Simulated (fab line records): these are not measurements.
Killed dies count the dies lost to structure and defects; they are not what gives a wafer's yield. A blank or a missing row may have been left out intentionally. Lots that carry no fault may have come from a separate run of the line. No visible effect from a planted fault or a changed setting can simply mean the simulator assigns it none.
One fault through the eyes of 3 desks    flow n5-finfet    each desk holds nothing but its own numbers, with what lay behind them at the end

TOOL OWNER'S DESK, rie-si-01
The tool's own readings at N5_SD_EPI_P_SD_RECESS_17 (chemistry HBr/Cl2/O2, target depth 39.1 nm, bt time 3 s): means of the sampled wafers that have a number, for each lot that ran on this tool. The brackets show how far a lot's mean lies from the usual mean; more than 4 standard deviations puts the lot out of limits, marked OUT.
Columns: A = drypump-motor-current-A at N5_SD_EPI_P_SD_RECESS_17, usual 5.8 A; B = oes_o_777_au at N5_SD_EPI_P_SD_RECESS_17, usual 1.002 a.u.; C = oes-product-au at N5_SD_EPI_P_SD_RECESS_17, usual 0.999 a.u.; D = rf-fwd-power-W at N5_SD_EPI_P_SD_RECESS_17, usual 794.9 W; E = throttle-valve-pct at N5_SD_EPI_P_SD_RECESS_17, usual 36.88 %
lot   first seen here  A    B      C      D      E
L688  day 6 07:06      5.9  1.006  1.000  796.9  36.73
This desk's finding: nothing out of limits on the one lot.

AT THE METROLOGY DESK
Means of the sampled wafers that have a number, per lot and without regard to the tool the lot ran on: this is what the gauges read. The brackets show how far a lot's mean lies from the usual mean; more than 4 standard deviations puts the lot out of limits, marked OUT.
Columns: A = cd-nm at N5_SD_EPI_P_CD_MEAS_09, usual 240.3 nm; B = SD_P_BLK_OVL at N5_SD_EPI_P_OVL_MEAS_10, usual 0.3 nm
lot   first seen here  A      B
L676  day 3 11:04      241.8  -0.4
L680  day 4 13:02      240.2  0.6
L688  day 6 06:14      240.3  0.6
L692  day 7 06:17      239.3  -0.3
L699  day 9 02:20      240.5  0.4
This desk found nothing out of limits on any of the 5 lots.

THE DEFECT DESK
Inspection counts along the route, by lot: the mean over sampled wafers that carry a number. The brackets show how far a lot's mean lies from the usual mean; more than 4 standard deviations puts the lot out of limits, marked OUT.
Columns: A = raw-defect-count at N5_SD_EPI_P_INSPECT_11, usual 2.2
lot   first seen here  A
L676  day 3 11:07      1.7
L680  day 4 13:05      4.0
L688  day 6 06:17      2.3
L692  day 7 06:20      2.7
L699  day 9 02:23      2.7
This desk found nothing out of limits on any of the 5 lots.

TAKEN TOGETHER
The tool owner's desk saw nothing out of limits.
Metrology desk: nothing out of limits seen.
Nothing out of limits was seen by the defect desk.

WHAT THE SIMULATOR HAD INSERTED
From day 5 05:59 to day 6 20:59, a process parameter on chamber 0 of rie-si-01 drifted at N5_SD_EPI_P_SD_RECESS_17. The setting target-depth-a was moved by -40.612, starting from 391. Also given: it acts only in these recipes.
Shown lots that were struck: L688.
